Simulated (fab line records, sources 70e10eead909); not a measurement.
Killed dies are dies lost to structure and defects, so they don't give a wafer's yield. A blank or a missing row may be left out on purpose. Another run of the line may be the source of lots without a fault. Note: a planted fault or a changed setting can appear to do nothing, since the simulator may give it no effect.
Chamber matching | flow nand-harc | 4 sister chambers for NHARC_A_M0_CMP_23 on cmp-01
The step polishes, t overpolish 20 s, target thk 113.75 nm. 20 wafers are shown with their chamber, then 10 later ones without.

## WAFERS PAIRED WITH THEIR CHAMBERS
wafer  | chamber | motor-current-A (A) | time-to-endpoint-s (s)
L082.2 | 1       | 11.1                | 30.2
L082.3 | 2       | 14.4                | 29.1
L082.6 | 3       | 14.4                | 28.5
L084.3 | 2       | 14.8                | 27.7
L084.4 | 0       | 12.2                | 27.5
L084.5 | 2       | 14.6                | 31.5
L080.2 | 1       | 10.9                | 24.9
L080.4 | 3       | 13.7                | 24.0
L080.5 | 3       | 13.5                | 22.3
L088.3 | 3       | 13.3                | 28.5
L088.4 | 1       | 11.4                | 30.4
L088.5 | 3       | 13.8                | 30.1
L089.4 | 2       | 14.9                | 29.7
L089.5 | 2       | 14.9                | 31.7
L089.6 | 1       | 11.5                | 30.4
L094.1 | 2       | 14.5                | 30.9
L094.2 | 3       | 14.5                | 30.5
L094.3 | 0       | 11.7                | 28.2
L094.4 | 1       | 11.5                | 31.2
L094.5 | 0       | 11.5                | 30.0

SIGNATURES (averages over the wafers above)
reading            | chamber 0 | chamber 1 | chamber 2 | chamber 3 | scatter within a chamber
motor-current-A    | 11.800    | 11.280    | 14.683    | 13.867    | 0.349
time-to-endpoint-s | 28.567    | 29.420    | 30.100    | 27.317    | 2.48
Rule: for each reading, subtract the chamber's mean from the wafer's reading, divide by that reading's scatter and square the result; add these up over the readings and take the root, which gives the wafer's distance from the chamber. If the next closest chamber is less than 2 further off than the closest, the wafer can't be placed; otherwise it belongs to the closest. The scatter: take each reading less its chamber's mean, square it, sum over the shown wafers, divide by the number of wafers less the number of chambers, and take the root.

## WAFERS WHOSE CHAMBER IS MISSING
wafer  | motor-current-A (A) | time-to-endpoint-s (s)
L094.6 | 11.2                | 29.8
L095.1 | 14.2                | 30.8
L095.3 | 11.8                | 27.9
L095.5 | 14.3                | 30.8
L096.3 | 11.1                | 32.0
L096.5 | 12.1                | 28.8
L096.6 | 14.2                | 32.3
L097.2 | 10.6                | 30.3
L097.3 | 13.6                | 30.6
L097.6 | 15.7                | 31.9

## CHAMBER TAKEN BY EACH
wafer  | from the rows above     | in truth
L094.6 | can't be placed: 1 or 0 | 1
L095.1 | can't be placed: 2 or 3 | 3
L095.3 | can't be placed: 0 or 1 | 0
L095.5 | can't be placed: 2 or 3 | 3
L096.3 | can't be placed: 1 or 0 | 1
L096.5 | can't be placed: 0 or 1 | 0
L096.6 | can't be placed: 2 or 3 | 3
L097.2 | can't be placed: 1 or 0 | 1
L097.3 | can't be placed: 3 or 2 | 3
L097.6 | 2                       | 2
1 of 10 placed correctly. Cannot be placed on the basis of these rows: 9; the candidates contain the true chamber in 9. Number placed wrongly: 0.
